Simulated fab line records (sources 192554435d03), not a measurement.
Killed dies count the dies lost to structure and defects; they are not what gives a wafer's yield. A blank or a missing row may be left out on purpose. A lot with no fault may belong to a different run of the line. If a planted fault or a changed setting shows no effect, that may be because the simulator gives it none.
A lot that was struck, set against a sound lot || flow n5Finfet || 37 out of 1938 route steps
Sound: these wafers, L750.1, L750.3, L750.5. Struck: wafers L762.3, L762.4, L762.6. Last of all comes the cause.
Per side, at each step with rows, come the tool, then ch with its chambers, and then its first start. Under that, the readings that differ: sound wafers || struck wafers || difference of the means || sigmas: that difference in standard deviations of wafers without a fault.
alike: readings with means less than 2 such deviations apart, plus words and numbers identical on both sides. not compared: withheld readings, readings lacking a value on some wafer, bounds such as >300 that could conceal the same value, and numbers that have no deviation in the record and whose values overlap.
The two part at a step that has a row with sigmas, a row that says differs or no value, or rows on one side only. Numbers that have no deviation but don't overlap get no sigmas and don't part them. A reading that every wafer of one side lacks parts them only if that side has two wafers or more.

first, 9 steps without rows for these wafers: N5_PASSIVATION_DESCUM_12 (chemistry O2, time 7.9 s); N5_PASSIVATION_PASS_ETCH_74 (etches SiNx in CF4/O2, target depth 220 nm, time 110 s); N5_PASSIVATION_VIA_ETCH_13 (etches SiO2 in CHF3/O2, target depth 660 nm, time 330 s); N5_PASSIVATION_STRIP_14 (strips in O2); N5_PASSIVATION_ETCH_15 (etches SiCN in CF4/N2, target depth 75 nm, time 81.2 s); N5_PASSIVATION_STRIP_73 (strips in post etch residue remover, time 60 s); N5_PASSIVATION_SRD_17 (time 30 s, dry time 30 s); N5_PASSIVATION_DEGAS_18 (time 60 s); N5_PASSIVATION_PRE_CLEAN_19.
N5_PASSIVATION_SPUTTER_20: material TaN, target thk 50 nm.
  struck on pvdSputter-01, day 17 14:51; sound on pvdSputter-01, day 13 00:08
  alike: chamberPressurePa, throttleValvePct
then, 26 steps without rows for these wafers: N5_PASSIVATION_AL_DEP_21 (deposits Al, target thk 2800 nm, time 170 s); N5_PASSIVATION_HMDS_23 (time 60 s); N5_PASSIVATION_COAT_24; N5_PASSIVATION_EBR_26; N5_PASSIVATION_SOFTBAKE_25 (time 90 s); N5_PASSIVATION_EXPOSE_27 (exposes mask PAD, defocus 0 nm); N5_PASSIVATION_PEB_28; N5_PASSIVATION_DEVELOP_29 (develop time 60 s); N5_PASSIVATION_HARDBAKE_31 (time 120 s); N5_PASSIVATION_DESCUM_32 (chemistry O2, time 7.9 s); N5_PASSIVATION_AL_ETCH_33 (etches Al in Cl2/BCl3, stops on TaN, target depth 2800 nm, time 466.7 s); N5_PASSIVATION_ETCH_59 (etches TaN in Cl2/BCl3, target depth 65 nm, time 34.9 s); N5_PASSIVATION_STRIP_34 (strips in O2); N5_PASSIVATION_STRIP_51 (strips in post etch residue remover, time 1200 s); N5_PASSIVATION_CLEAN_69 (cleans in IPA, time 180 s); N5_PASSIVATION_SRD_70 (time 30 s); N5_PASSIVATION_PECVD_53 (deposits SiO2 from TEOS/O2, target thk 800 nm, time 169.4 s); N5_PASSIVATION_PECVD_35 (deposits SiNx from SiH4/NH3/N2, target thk 700 nm, time 151.3 s); N5_PASSIVATION_HMDS_37 (time 60 s); N5_PASSIVATION_COAT_38; N5_PASSIVATION_EBR_40; N5_PASSIVATION_SOFTBAKE_39 (time 120 s); N5_PASSIVATION_EXPOSE_41 (exposes mask PASS OPEN, defocus 0 nm, target cd 40000 nm); N5_PASSIVATION_PEB_42; N5_PASSIVATION_DEVELOP_43 (develop time 60 s); N5_PASSIVATION_HARDBAKE_45 (time 120 s).
N5_PASSIVATION_PROBE_49:
  rows exist in the record for the struck wafers here (prober-02, day 17 20:31), but not for the sound ones

## WHERE THEY PART
N5_PASSIVATION_PROBE_49 only, going by this record.

WHY: what had been put in by the simulator
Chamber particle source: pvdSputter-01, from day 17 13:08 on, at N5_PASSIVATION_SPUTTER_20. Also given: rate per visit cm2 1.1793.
